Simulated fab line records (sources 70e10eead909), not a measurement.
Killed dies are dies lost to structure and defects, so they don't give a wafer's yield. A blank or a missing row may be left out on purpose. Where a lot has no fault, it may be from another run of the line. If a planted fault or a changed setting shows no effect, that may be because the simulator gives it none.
Struck lot and sound lot, side by side    flow nand-harc    18 out of 1302 route steps
Sound: these wafers, L527.2, L527.3, L527.6. Struck: wafers L542.1, L542.2, L542.6. Last of all comes the cause.
For every step that has rows: the tool of each side, followed by ch and its chambers, followed by its first start. Under that, the readings that differ: sound wafers    struck wafers    difference of the means    sigmas: that difference in standard deviations of wafers without a fault.
alike: readings with means less than 2 such deviations apart, plus words and numbers identical on both sides. not compared: withheld readings, readings lacking a value on some wafer, bounds such as >300 that could conceal the same value, and numbers that have no deviation in the record and whose values overlap.
Wherever a step has rows on one side only, a row that says differs or no value, or a row with sigmas, the two part there. Numbers that have no deviation but don't overlap get no sigmas and don't part them. A reading that every wafer of one side lacks parts them only if that side has two wafers or more.

NHARC_P_GATE_ALD_36: deposits SiNx, target thk 20 nm, pulse time 60 s, ald cycles 223.
  sound on ald-sin-01 ch 0,3, day 5 03:41; struck on ald-sin-04 ch 0,2,3, day 11 12:41
  alike: heater-power-w, precursor-pulse-height-rel
NHARC_P_GATE_ETCHBACK_37: etches the open film in CHF3/O2, target depth 34.5 nm, time 17.2 s.
  sound on rie-diel-09 ch 0,2,3; struck on rie-diel-02 ch 0,2,3
reading                sound              struck             difference  sigmas
oes-product-au (a.u.)  0.989 0.985 0.986  0.914 0.918 0.923  -0.068      -3
  alike: bias-w, chamber-pressure-mTorr, drypump-motor-current-A, o2-flow-sccm, rf-vpp-V, showerhead-plenum-p-Torr, throttle-valve-pct
  not compared: rf-hours-counter-h
NHARC_P_GATE_STRIP_101: strips in O2, time 20 s.
  sound on rie-diel-09 ch 0,2,3, day 5 12:12; struck on rie-diel-02 ch 0,2, day 11 21:13
  alike: chamber-pressure-mTorr, drypump-motor-current-A, o2-flow-sccm, oes-product-au, rf-vpp-V, showerhead-plenum-p-Torr, throttle-valve-pct
  not compared: rf-hours-counter-h
then, 9 steps without rows for these wafers: NHARC_P_GATE_PRECLEAN_97 (cleans in SPM, time 600 s); NHARC_P_GATE_SRD_98; NHARC_P_GATE_PRECLEAN_99 (cleans in SC1); NHARC_P_GATE_SRD_100; NHARC_P_GATE_DEHYDRATE_38 (time 120 s); NHARC_P_GATE_HMDS_39 (time 30 s); NHARC_P_GATE_COAT_40; NHARC_P_GATE_SOFTBAKE_41 (time 95 s); NHARC_P_GATE_EBR_42.
NHARC_P_GATE_EXPOSE_43: exposes mask P NSD, target cd 720 nm.
  sound on krf-scanner-01 ch 0, day 5 12:51; struck on krf-scanner-03 ch 0, day 11 21:51
reading  sound                    struck                      difference  sigmas
mask     P_NSD#0 P_NSD#0 P_NSD#0  P_HVPW#0 P_HVPW#0 P_HVPW#0  differs     
then, 2 steps without rows for these wafers: NHARC_P_GATE_PEB_44 (peb time 85 s); NHARC_P_GATE_DEVELOP_45 (time 70 s).
NHARC_P_GATE_CD_MEAS_46 targets a cd of 720 nm.
  sound on cd-sem-02 ch 0, day 5 13:00; struck on cd-sem-02 ch 0, day 11 22:01
reading     sound              struck  difference                     sigmas
cd-nm (nm)  721.6 718.3 720.0  - - -   no value on the struck wafers  
then, 1 step without rows for these wafers: NHARC_P_GATE_HARDBAKE_47 (time 80 s).
-- record jumps: 19 days between struck wafers' starts before vs after; left off in module P_GATE, resumes in module END, first step shown is number 1302 of the route --
NHARC_END_SORT_01:
  at this point the record logs the struck wafers (prober-01 ch 0, day 30 17:50) and has no rows for the sound ones

== WHERE THEY PART ==
Earliest at NHARC_P_GATE_ETCHBACK_37; latest, in this record, at NHARC_END_SORT_01.

WHY: what had been put in by the simulator
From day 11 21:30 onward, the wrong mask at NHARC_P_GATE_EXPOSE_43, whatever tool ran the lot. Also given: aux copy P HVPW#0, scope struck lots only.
